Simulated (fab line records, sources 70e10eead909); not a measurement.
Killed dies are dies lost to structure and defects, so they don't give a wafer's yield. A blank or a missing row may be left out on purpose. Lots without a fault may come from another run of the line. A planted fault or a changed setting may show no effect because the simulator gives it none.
fab line records | flow nand_harc
record lots=24 wafers=72 last_day=34
route steps=1302 shown A_CONTACT@999
lots that met no fault: from a run of the same line without faults
start_h: hours from the record's first day to the start of the lot's first wafer shown | wait_h: hours since the lot's step before | " the same as in the row above | L1.1+2: a row that stands for several wafers | - no value, or no start given | * or withheld: withheld | < > ~ a bound
route shown NAME@n: a module of which the file shows steps, and the number in the route of the first | usual: mean/standard deviation of fault-free wafers | same: alike in all rows | chamber/n: place in a boat | sites: the reading at each site | _std_site: their standard deviation | _edge_site: outer sites' mean less inner sites' | radius_mm: how far each site lies from the wafer's centre | mask NAME#n: copy n | behind: the tool/chamber that last shaped the wafer | hold: why the lot was held/for how many hours/how that ended | device: the transistor (n, p or np) that didn't switch | end of line: the same wafers' tests at the end of the route | a step without rows: its recipe alone | killed: dies lost to structure and defects at the first sort, not the wafer's yield | map: a wafer's dies, x killed, . not, _ none there
set.NAME: the setting as run; set.NAME@STEP: as run at that earlier step | model.NAME: the simulator's own value behind a step, which no gauge read
steps of the route over a sample of lots; a table a step, a row a wafer
services: from which hour (start_h, from the record's first day; less than 0 if before it) a tool's chamber was out of use, for how many hours, and why
## steps
# step NHARC_A_CONTACT_INSPECT_44
# usual raw_defect_count=84/38
# columns lot.wafer tool chamber start_h wait_h raw_defect_count
L074.2 defect_inspect-01 - 498.32 0.0 109
L074.5 " - " " 114
L074.6 " - " " 116
L077.1 defect_inspect-02 - 508.54 0.0 106
L077.4 " - " " 123
L077.5 " - " " 114
L075.1 defect_inspect-02 - 508.69 0.0 87
L075.2 " - " " 77
L075.5 " - " " 97
L076.1 defect_inspect-02 - 509.01 0.0 46
L076.3 " - " " 54
L076.4 " - " " 49
L078.1 defect_inspect-02 - 529.62 0.0 105
L078.2 " - " " 105
L078.5 " - " " 123
L079.2 defect_inspect-01 - 542.39 0.0 49
L079.5 " - " " 65
L079.6 " - " " 55
L080.1 defect_inspect-02 - 560.91 0.0 67
L080.2 " - " " 68
L080.5 " - " " 62
L081.1 defect_inspect-01 - 577.12 0.0 29
L081.2 " - " " 17
L081.4 " - " " 23
L082.2 defect_inspect-01 - 586.88 0.0 133
L082.3 " - " " 137
L082.5 " - " " 138
L083.2 defect_inspect-01 - 587.20 0.0 77
L083.5 " - " " 88
L083.6 " - " " 78
L084.1 defect_inspect-02 - 596.71 0.0 88
L084.3 " - " " 110
L084.5 " - " " 132
L086.4 defect_inspect-01 - 597.09 0.0 86
L086.5 " - " " 79
L086.6 " - " " 80
L085.1 defect_inspect-01 - 607.16 0.0 70
L085.2 " - " " 60
L085.6 " - " " 68
L088.1 defect_inspect-02 - 629.31 0.0 47
L088.3 " - " " 54
L088.6 " - " " 56
L089.3 defect_inspect-01 - 633.60 0.0 101
L089.5 " - " " 119
L089.6 " - " " 109
L087.1 defect_inspect-01 - 636.37 0.0 82
L087.3 " - " " 74
L087.5 " - " " 75
L091.1 defect_inspect-01 - 663.98 0.0 26
L091.3 " - " " 27
L091.6 " - " " 25
L090.1 defect_inspect-02 - 664.29 0.0 142
L090.3 " - " " 146
L090.5 " - " " 141
L092.3 defect_inspect-02 - 681.19 0.0 41
L092.4 " - " " 33
L092.6 " - " " 35
L093.1 defect_inspect-01 - 681.52 0.0 148
L093.4 " - " " 145
L093.6 " - " " 140
L094.1 defect_inspect-01 - 698.01 0.0 88
L094.3 " - " " 74
L094.4 " - " " 97
L095.1 defect_inspect-02 - 698.34 0.0 58
L095.4 " - " " 59
L095.5 " - " " 55
L097.2 defect_inspect-02 - 725.58 0.0 134
L097.4 " - " " 145
L097.5 " - " " 120
L096.2 defect_inspect-02 - 725.73 0.0 46
L096.3 " - " " 37
L096.5 " - " " 46
# step NHARC_A_CONTACT_ETCH_112
# recipe source_w=withheld pressure_mtorr=20 bias_v=3000 time_s=190 target_depth_a=18500 ar_flow_sccm=withheld c4f8_flow_sccm=withheld o2_flow_sccm=withheld chemistry=C4F8/O2/Ar
# columns lot.wafer tool chamber start_h wait_h rf_hours_counter_h
L074.2 har_cap_etch-03 1 500.75 0.2 38
L074.6 " 1 " " -
L074.5 " 0 " " -
L077.1 har_cap_etch-02 1 510.64 0.2 88
L077.4 " 1 " " -
L077.5 " 1 " " -
L075.1 har_cap_etch-03 1 510.78 0.2 40
L075.2 " 0 " " 40
L075.5 " 1 " " -
L076.1 har_cap_etch-02 0 513.24 0.2 90
L076.4 " 1 " " -
L076.3 " 0 " " -
L078.2 har_cap_etch-01 1 532.82 0.2 4
L078.1 " 0 " " 4
L078.5 " 1 " " -
L079.2 har_cap_etch-01 0 544.51 0.2 6
L079.6 " 1 " " -
L079.5 " 0 " " -
L080.1 har_cap_etch-01 0 562.98 0.2 8
L080.2 " 1 " " 8
L080.5 " 1 " " -
L081.2 har_cap_etch-01 1 579.67 0.2 11
L081.1 " 0 " " 11
L081.4 " 0 " " -
L082.2 har_cap_etch-03 1 588.99 0.2 53
L082.3 " 1 " " -
L082.5 " 0 " " -
L083.2 har_cap_etch-02 1 589.30 0.2 101
L083.6 " 1 " " -
L083.5 " 0 " " -
L084.1 har_cap_etch-03 0 599.06 0.2 55
L084.3 " 0 " " -
L084.5 " 1 " " -
L086.4 har_cap_etch-02 0 599.96 0.2 -
L086.6 " 0 " " -
L086.5 " 1 " " -
L085.2 har_cap_etch-02 0 609.30 0.2 105
L085.1 " 1 " " 105
L085.6 " 0 " " -
L088.1 har_cap_etch-01 1 631.51 0.2 22
L088.3 " 1 " " -
L088.6 " 0 " " -
L089.3 har_cap_etch-02 0 635.76 0.2 -
L089.6 " 1 " " -
L089.5 " 0 " " -
L087.1 har_cap_etch-03 0 638.48 0.2 63
L087.3 " 1 " " -
L087.5 " 0 " " -
L091.1 har_cap_etch-03 0 666.08 0.2 68
L091.3 " 0 " " -
L091.6 " 0 " " -
L090.1 har_cap_etch-02 1 666.40 0.2 116
L090.3 " 0 " " -
L090.5 " 1 " " -
L092.4 har_cap_etch-02 1 683.40 0.2 -
L092.3 " 0 " " -
L092.6 " 0 " " -
L093.1 har_cap_etch-01 0 683.63 0.2 31
L093.4 " 0 " " -
L093.6 " 1 " " -
L094.1 har_cap_etch-03 1 700.10 0.2 74
L094.3 " 1 " " -
L094.4 " 0 " " -
L095.1 har_cap_etch-02 0 700.65 0.2 122
L095.4 " 0 " " -
L095.5 " 0 " " -
L097.2 har_cap_etch-01 1 728.39 0.2 38
L097.4 " 1 " " -
L097.5 " 1 " " -
L096.2 har_cap_etch-03 0 729.15 0.2 79
L096.3 " 0 " " -
L096.5 " 0 " " -
# step NHARC_A_CONTACT_ETCH_118
# recipe source_w=withheld pressure_mtorr=20 bias_v=3000 time_s=190 target_depth_a=18500 ar_flow_sccm=withheld c4f8_flow_sccm=withheld o2_flow_sccm=withheld chemistry=C4F8/O2/Ar
# columns lot.wafer tool chamber start_h wait_h rf_hours_counter_h
L074.2 har_cap_etch-03 1 501.77 0.1 39
L074.6 " 1 " " -
L074.5 " 0 " " -
L077.1 har_cap_etch-02 1 511.67 0.1 89
L077.4 " 1 " " -
L077.5 " 1 " " -
L075.1 har_cap_etch-03 1 511.80 0.1 41
L075.2 " 0 " " 41
L075.5 " 1 " " -
L076.1 har_cap_etch-02 0 514.27 0.1 91
L076.4 " 1 " " -
L076.3 " 0 " " -
L078.2 har_cap_etch-01 1 533.85 0.1 5
L078.1 " 0 " " 5
L078.5 " 1 " " -
L079.2 har_cap_etch-01 0 545.53 0.1 7
L079.6 " 1 " " -
L079.5 " 0 " " -
L080.1 har_cap_etch-01 0 564.01 0.1 9
L080.2 " 1 " " 9
L080.5 " 1 " " -
L081.2 har_cap_etch-01 1 580.70 0.1 11
L081.1 " 0 " " 11
L081.4 " 0 " " -
L082.2 har_cap_etch-03 1 590.01 0.1 54
L082.3 " 1 " " -
L082.5 " 0 " " -
L083.2 har_cap_etch-02 1 590.33 0.1 102
L083.6 " 1 " " -
L083.5 " 0 " " -
L084.1 har_cap_etch-03 0 600.43 0.2 56
L084.3 " 0 " " -
L084.5 " 1 " " -
L086.4 har_cap_etch-02 0 601.33 0.2 -
L086.6 " 0 " " -
L086.5 " 1 " " -
L085.2 har_cap_etch-02 0 610.49 0.1 106
L085.1 " 1 " " 106
L085.6 " 0 " " -
L088.1 har_cap_etch-01 1 632.53 0.1 23
L088.3 " 1 " " -
L088.6 " 0 " " -
L089.3 har_cap_etch-02 0 636.79 0.1 -
L089.6 " 1 " " -
L089.5 " 0 " " -
L087.1 har_cap_etch-03 0 639.50 0.1 64
L087.3 " 1 " " -
L087.5 " 0 " " -
L091.1 har_cap_etch-03 0 667.11 0.1 68
L091.3 " 0 " " -
L091.6 " 0 " " -
L090.1 har_cap_etch-02 1 667.43 0.1 117
L090.3 " 0 " " -
L090.5 " 1 " " -
L092.4 har_cap_etch-02 1 684.47 0.1 -
L092.3 " 0 " " -
L092.6 " 0 " " -
L093.1 har_cap_etch-01 0 684.65 0.1 32
L093.4 " 0 " " -
L093.6 " 1 " " -
L094.1 har_cap_etch-03 1 701.12 0.1 75
L094.3 " 1 " " -
L094.4 " 0 " " -
L095.1 har_cap_etch-02 0 701.68 0.1 123
L095.4 " 0 " " -
L095.5 " 0 " " -
L097.2 har_cap_etch-01 1 729.75 0.2 39
L097.4 " 1 " " -
L097.5 " 1 " " -
L096.2 har_cap_etch-03 0 730.18 0.1 80
L096.3 " 0 " " -
L096.5 " 0 " " -
# step NHARC_A_CONTACT_ETCH_119
# recipe source_w=withheld pressure_mtorr=20 bias_v=3000 time_s=190 target_depth_a=18500 ar_flow_sccm=withheld c4f8_flow_sccm=withheld o2_flow_sccm=withheld chemistry=C4F8/O2/Ar
# columns lot.wafer tool chamber start_h wait_h rf_hours_counter_h
L074.2 har_cap_etch-03 1 501.94 0.1 39
L074.6 " 1 " " -
L074.5 " 0 " " -
L077.1 har_cap_etch-02 1 511.84 0.1 89
L077.4 " 1 " " -
L077.5 " 1 " " -
L075.1 har_cap_etch-03 1 511.97 0.1 41
L075.2 " 0 " " 41
L075.5 " 1 " " -
L076.1 har_cap_etch-02 0 514.44 0.1 91
L076.4 " 1 " " -
L076.3 " 0 " " -
L078.2 har_cap_etch-01 1 534.02 0.1 5
L078.1 " 0 " " 5
L078.5 " 1 " " -
L079.2 har_cap_etch-01 0 545.70 0.1 7
L079.6 " 1 " " -
L079.5 " 0 " " -
L080.1 har_cap_etch-01 0 564.18 0.1 9
L080.2 " 1 " " 9
L080.5 " 1 " " -
L081.2 har_cap_etch-01 1 580.87 0.1 12
L081.1 " 0 " " 12
L081.4 " 0 " " -
L082.2 har_cap_etch-03 1 590.19 0.1 54
L082.3 " 1 " " -
L082.5 " 0 " " -
L083.2 har_cap_etch-02 1 590.50 0.1 102
L083.6 " 1 " " -
L083.5 " 0 " " -
L084.1 har_cap_etch-03 0 600.65 0.2 56
L084.3 " 0 " " -
L084.5 " 1 " " -
L086.4 har_cap_etch-02 0 601.55 0.2 -
L086.6 " 0 " " -
L086.5 " 1 " " -
L085.2 har_cap_etch-02 0 610.66 0.1 106
L085.1 " 1 " " 106
L085.6 " 0 " " -
L088.1 har_cap_etch-01 1 632.70 0.1 23
L088.3 " 1 " " -
L088.6 " 0 " " -
L089.3 har_cap_etch-02 0 636.96 0.1 -
L089.6 " 1 " " -
L089.5 " 0 " " -
L087.1 har_cap_etch-03 0 639.67 0.1 65
L087.3 " 1 " " -
L087.5 " 0 " " -
L091.1 har_cap_etch-03 0 667.28 0.1 69
L091.3 " 0 " " -
L091.6 " 0 " " -
L090.1 har_cap_etch-02 1 667.60 0.1 117
L090.3 " 0 " " -
L090.5 " 1 " " -
L092.4 har_cap_etch-02 1 684.64 0.1 -
L092.3 " 0 " " -
L092.6 " 0 " " -
L093.1 har_cap_etch-01 0 684.82 0.1 32
L093.4 " 0 " " -
L093.6 " 1 " " -
L094.1 har_cap_etch-03 1 701.29 0.1 75
L094.3 " 1 " " -
L094.4 " 0 " " -
L095.1 har_cap_etch-02 0 701.85 0.1 123
L095.4 " 0 " " -
L095.5 " 0 " " -
L097.2 har_cap_etch-01 1 729.92 0.1 39
L097.4 " 1 " " -
L097.5 " 1 " " -
L096.2 har_cap_etch-03 0 730.35 0.1 80
L096.3 " 0 " " -
L096.5 " 0 " " -
# step NHARC_A_CONTACT_CD_MEAS_69
# recipe target_cd_nm=300 landing_energy_ev=500
# usual cd_nm=300.0/0.49
# columns lot.wafer tool chamber start_h wait_h cd_nm
L074.2 cd_sem-02 0 511.77 - 298.9
L074.5 " 0 " " 300.3
L074.6 " 0 " " 299.8
L077.1 cd_sem-01 0 518.86 - 300.4
L077.4 " 0 " " 300.0
L077.5 " 0 " " 300.0
L075.1 cd_sem-02 0 520.26 - 299.9
L075.2 " 0 " " 300.2
L075.5 " 0 " " 301.0
L076.1 cd_sem-02 0 523.37 - 300.3
L076.3 " 0 " " 300.3
L076.4 " 0 " " 300.1
L078.1 cd_sem-03 0 541.03 - 300.2
L078.2 " 0 " " 299.0
L078.5 " 0 " " 300.0
L079.2 cd_sem-01 0 556.52 - 300.5
L079.5 " 0 " " 300.6
L079.6 " 0 " " 300.8
L080.1 cd_sem-02 0 571.01 - 300.2
L080.2 " 0 " " 300.0
L080.5 " 0 " " 299.6
L081.1 cd_sem-02 0 590.99 - 299.1
L081.2 " 0 " " 299.8
L081.4 " 0 " " 299.7
L082.2 cd_sem-01 0 599.23 - 300.1
L082.3 " 0 " " 300.2
L082.5 " 0 " " 299.8
L083.2 cd_sem-02 0 600.08 - 299.9
L083.5 " 0 " " 300.6
L083.6 " 0 " " 300.1
L084.1 cd_sem-03 0 609.10 - 300.0
L084.3 " 0 " " 299.7
L084.5 " 0 " " 301.0
L086.4 cd_sem-03 0 610.42 - 300.5
L086.5 " 0 " " 300.6
L086.6 " 0 " " 300.3
L085.1 cd_sem-02 0 617.61 - 299.8
L085.2 " 0 " " 300.0
L085.6 " 0 " " 300.3
L088.1 cd_sem-02 0 639.30 - 299.9
L088.3 " 0 " " 299.3
L088.6 " 0 " " 300.3
L089.3 cd_sem-01 0 643.73 - 299.8
L089.5 " 0 " " 299.8
L089.6 " 0 " " 300.1
L087.1 cd_sem-03 0 646.48 - 299.5
L087.3 " 0 " " 300.1
L087.5 " 0 " " 299.9
L091.1 cd_sem-02 0 674.30 - 299.5
L091.3 " 0 " " 300.4
L091.6 " 0 " " 300.4
L090.1 cd_sem-02 0 675.02 - 300.6
L090.3 " 0 " " 300.5
L090.5 " 0 " " 300.0
L092.3 cd_sem-03 0 693.53 - 300.2
L092.4 " 0 " " 300.1
L092.6 " 0 " " 300.2
L093.1 cd_sem-01 0 694.00 - 299.8
L093.4 " 0 " " 300.6
L093.6 " 0 " " 299.5
L095.1 cd_sem-02 0 708.63 - 299.8
L095.4 " 0 " " 299.8
L095.5 " 0 " " 299.5
L094.1 cd_sem-02 0 709.75 - 299.6
L094.3 " 0 " " 299.6
L094.4 " 0 " " 299.9
L097.2 cd_sem-01 0 738.53 - 299.7
L097.4 " 0 " " 299.7
L097.5 " 0 " " 300.0
L096.2 cd_sem-03 0 740.12 - 300.3
L096.3 " 0 " " 300.8
L096.5 " 0 " " 300.3
# step NHARC_A_CONTACT_ETCH_76
# recipe target_depth_a=2600 over_etch_frac=0.3 time_s=475.3 ion_energy_ev=200 n2_flow_sccm=150 h2_flow_sccm=150 ar_flow_sccm=0 rf_w=400 bias_w=150 chemistry=N2/H2
# usual drypump_motor_current_A=5.8/0.45 oes_product_au=1.000/0.0093 rf_vpp_V=429.5/2.7 showerhead_plenum_p_Torr=2.01/0.096 throttle_valve_pct=14.173/0.0084
# columns lot.wafer tool chamber start_h wait_h drypump_motor_current_A oes_product_au rf_hours_counter_h rf_vpp_V showerhead_plenum_p_Torr throttle_valve_pct
L074.2 rie_diel-12 1 - - 6.4 0.997 8 429.7 1.96 14.165
L074.5 " 3 " " 6.4 0.987 - 430.5 2.01 14.176
L074.6 " 0 " " 5.6 0.988 - 426.9 1.88 14.173
L077.4 rie_diel-12 2 - - 5.2 1.006 9 430.0 2.04 14.173
L077.1 " 3 " " 6.3 1.009 9 430.4 2.01 14.168
L077.5 " 1 " " 6.4 1.008 - 427.9 1.96 14.179
L075.2 rie_diel-12 0 - - 5.6 0.989 10 426.3 1.88 14.182
L075.1 " 1 " " 6.4 0.998 10 428.9 1.96 14.165
L075.5 " 0 " " 5.6 0.987 - 425.9 1.88 14.167
L076.3 rie_diel-10 1 - - 5.5 1.000 28 428.9 2.03 14.161
L076.4 " 2 " " 5.3 1.001 29 436.4 2.21 14.178
L076.1 " 0 " " 5.6 1.008 26 431.1 2.01 14.158
L078.2 rie_diel-12 0 - - 5.6 1.000 16 425.9 1.88 14.173
L078.1 " 3 " " 6.4 1.006 16 429.3 2.01 14.182
L078.5 " 0 " " 5.6 1.007 - 426.3 1.88 14.182
L079.2 rie_diel-12 3 - - 6.4 1.007 17 430.0 2.01 14.178
L079.5 " 2 " " 5.2 1.003 - 431.2 2.04 14.186
L079.6 " 3 " " 6.4 0.999 - 429.5 2.01 14.189
L080.1 rie_diel-12 1 - - 6.4 0.995 21 428.3 1.95 14.187
L080.2 " 3 " " 6.4 0.999 20 429.6 2.01 14.176
L080.5 " 1 " " 6.4 0.996 - 427.7 1.95 14.167
L081.4 rie_diel-12 0 - - 5.6 0.989 24 426.1 1.88 14.173
L081.2 " 2 " " 5.2 0.987 19 429.8 2.04 14.168
L081.1 " 3 " " 6.4 1.006 24 430.0 2.00 14.187
L082.2 rie_diel-12 2 - - 5.1 0.989 21 429.8 2.04 14.182
L082.3 " 3 " " 6.4 1.002 26 429.1 2.00 14.153
L082.5 " 1 " " 6.4 0.992 - 428.0 1.95 14.171
L083.2 rie_diel-13 3 - - 5.5 0.988 25 427.9 1.94 14.169
L083.6 " 0 " " 5.7 0.993 - 429.1 1.99 14.171
L083.5 " 1 " " 5.6 0.977 - 427.8 1.90 14.171
L084.1 rie_diel-12 2 - - 5.2 1.004 24 430.4 2.03 14.161
L084.3 " 3 " " 6.4 0.996 28 430.1 2.00 14.167
L084.5 " 1 " " 6.4 1.002 - 428.4 1.95 14.183
L086.4 rie_diel-10 0 - - 5.6 1.008 1 429.5 2.00 14.156
L086.5 " 0 " " 5.6 1.021 - 428.7 2.00 14.181
L086.6 " 1 " " 5.5 0.999 - 429.8 2.02 14.183
L085.2 rie_diel-10 3 - - 6.0 1.001 4 428.2 1.93 14.181
L085.1 " 1 " " 5.6 1.000 4 429.2 2.02 14.172
L085.6 " 0 " " 5.6 1.007 - 429.3 2.00 14.172
L088.3 rie_diel-12 3 - - 6.4 0.993 2 429.6 2.00 14.171
L088.1 " 2 " " 5.1 1.005 2 430.6 2.03 14.184
L088.6 " 3 " " 6.4 0.999 - 428.3 2.00 14.185
L089.3 rie_diel-13 0 - - 5.7 1.021 45 427.2 1.98 14.175
L089.5 " 3 " " 5.4 0.985 - 427.7 1.93 14.169
L089.6 " 0 " " 5.7 1.013 - 429.4 1.98 14.164
L087.3 rie_diel-12 1 - - 6.4 1.002 4 426.2 1.95 14.162
L087.1 " 2 " " 5.2 1.021 3 430.3 2.03 14.172
L087.5 " 0 " " 5.6 1.016 - 435.0 2.22 14.172
L091.3 rie_diel-13 0 - - 5.7 1.005 55 429.1 1.98 14.188
L091.1 " 2 " " 6.2 1.011 50 435.3 2.20 14.164
L091.6 " 3 " " 5.5 0.997 - 427.1 1.93 14.167
L090.3 rie_diel-10 2 - - 5.4 0.998 22 434.4 2.19 14.167
L090.1 " 0 " " 5.6 1.013 33 430.2 1.99 14.183
L090.5 " 2 " " 5.3 0.997 - 433.8 2.19 14.171
L092.3 rie_diel-12 0 - - 5.6 0.998 10 435.1 2.21 14.172
L092.4 " 2 " " 5.1 1.007 9 429.7 2.03 14.171
L092.6 " 0 " " 5.6 1.007 - 433.7 2.21 14.188
L093.4 rie_diel-13 2 - - 6.2 1.000 56 436.0 2.20 14.180
L093.1 " 0 " " 5.7 0.994 63 429.4 1.98 14.175
L093.6 " 2 " " 6.2 1.012 - 433.4 2.20 14.170
L095.1 rie_diel-12 3 - - 6.4 0.997 13 430.8 2.00 14.171
L095.4 " 1 " " 6.4 0.987 13 426.4 1.95 14.164
L095.5 " 2 " " 5.2 1.002 - 428.9 2.03 14.174
L094.4 rie_diel-13 0 - - 5.7 0.992 0 428.8 1.98 14.175
L094.1 " 1 " " 5.6 0.983 0 435.4 2.22 14.189
L094.3 " 2 " " 6.2 0.987 0 435.2 2.20 14.180
L097.2 rie_diel-12 3 - - 6.4 0.986 19 429.0 2.00 14.170
L097.4 " 1 " " 6.4 0.989 17 428.0 1.94 14.172
L097.5 " 2 " " 5.2 1.001 - 431.2 2.03 14.163
L096.3 rie_diel-12 2 - - 5.2 1.008 19 429.3 2.03 14.171
L096.2 " 3 " " 6.4 0.999 20 429.8 2.00 14.172
L096.5 " 2 " " 5.2 1.019 - 429.7 2.03 14.181
## services
# columns tool chamber start_h hours kind
rie_diel-12 0 479.71 - clean
rie_diel-12 1 479.71 - clean
rie_diel-12 2 479.71 - clean
rie_diel-12 3 479.71 - clean
rie_diel-13 1 490.52 16.3 repair
har_cap_etch-01 - 497.30 17.0 pm
har_cap_etch-01 0 497.30 17.0 vent_cycle
har_cap_etch-01 1 497.30 17.0 vent_cycle
har_cap_etch-01 0 514.30 - clean
har_cap_etch-01 1 514.30 - clean
rie_diel-13 - 519.02 9.0 pm
rie_diel-13 1 533.64 5.1 repair
rie_diel-10 - 552.61 1.2 repair
har_cap_etch-01 - 574.63 0.6 repair
rie_diel-10 - 597.98 9.0 pm
rie_diel-12 - 623.21 9.0 pm
rie_diel-10 1 655.03 5.8 repair
rie_diel-13 1 657.94 4.5 repair
rie_diel-10 2 658.19 6.1 repair
rie_diel-13 - 696.02 9.0 pm
rie_diel-10 2 711.88 7.7 repair
rie_diel-12 1 722.84 4.8 repair
rie_diel-10 1 725.70 2.9 repair
har_cap_etch-02 - 736.90 0.4 repair
## key
fault none
